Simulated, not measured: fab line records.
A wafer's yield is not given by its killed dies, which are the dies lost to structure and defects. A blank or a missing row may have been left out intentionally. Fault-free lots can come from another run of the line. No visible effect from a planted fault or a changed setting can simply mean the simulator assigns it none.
Chamber matching | flow nand harc | NHARC_A_STAIRCASE_DESCUM_11 on rie diel-04: 4 sister chambers
The step chemistry O2, time 3 s. 14 wafers are shown with their chamber, then 7 later ones without.

WAFERS PAIRED WITH THEIR CHAMBERS
wafer  | chamber | showerhead plenum p Torr (Torr) | drypump motor current A (A) | oes product au (a.u.)
L148.2 | 0       | 1.97                            | 5.71                        | 1.007
L148.3 | 3       | 1.98                            | 5.94                        | 0.990
L148.6 | 2       | 2.06                            | 5.60                        | 1.006
L153.2 | 2       | 2.06                            | 5.63                        | 0.993
L153.4 | 1       | 1.89                            | 5.49                        | 0.990
L153.6 | 2       | 2.06                            | 5.64                        | 1.000
L154.1 | 1       | 1.89                            | 5.47                        | 0.995
L154.2 | 0       | 1.97                            | 5.68                        | 1.006
L154.6 | 3       | 1.98                            | 5.96                        | 0.988
L159.2 | 3       | 1.98                            | 5.95                        | 0.984
L159.4 | 0       | 1.97                            | 5.67                        | 1.007
L159.5 | 1       | 1.89                            | 5.50                        | 0.986
L164.3 | 2       | 2.05                            | 5.61                        | 1.025
L164.5 | 1       | 1.88                            | 5.49                        | 0.995

SIGNATURES (means of the wafers above)
reading                  | chamber 0 | chamber 1 | chamber 2 | chamber 3 | scatter within a chamber
showerhead plenum p Torr | 1.9700    | 1.8875    | 2.0575    | 1.9800    | 0.00387
drypump motor current A  | 5.6867    | 5.4875    | 5.6200    | 5.9500    | 0.0159
oes product au           | 1.00667   | 0.99150   | 1.00600   | 0.98733   | 0.00801
Rule: distance of a wafer from a chamber = root of the sum over the readings of ((wafer's reading minus chamber's mean) / reading's scatter) squared. If the next closest chamber is less than 2 further off than the closest, the wafer can't be placed; otherwise it belongs to the closest. The scatter: take each reading less its chamber's mean, square it, sum over the shown wafers, divide by the number of wafers less the number of chambers, and take the root.

WAFERS MISSING THEIR CHAMBER
wafer  | showerhead plenum p Torr (Torr) | drypump motor current A (A) | oes product au (a.u.)
L164.6 | 1.96                            | 5.70                        | 1.011
L166.1 | 1.97                            | 5.93                        | 0.985
L166.3 | 1.96                            | 5.70                        | 1.011
L166.6 | 1.88                            | 5.50                        | 1.000
L168.2 | 1.97                            | 5.96                        | 0.999
L168.4 | 2.05                            | 5.61                        | 1.009
L168.5 | 1.96                            | 5.73                        | 1.002

THE CHAMBER EACH PASSED THROUGH
wafer  | from the rows above | in truth
L164.6 | 0                   | 0
L166.1 | 3                   | 3
L166.3 | 0                   | 0
L166.6 | 1                   | 1
L168.2 | 3                   | 3
L168.4 | 2                   | 2
L168.5 | 0                   | 0
7 of 7 placed correctly. Left unplaced by these rows: 0. Placed wrongly: 0.
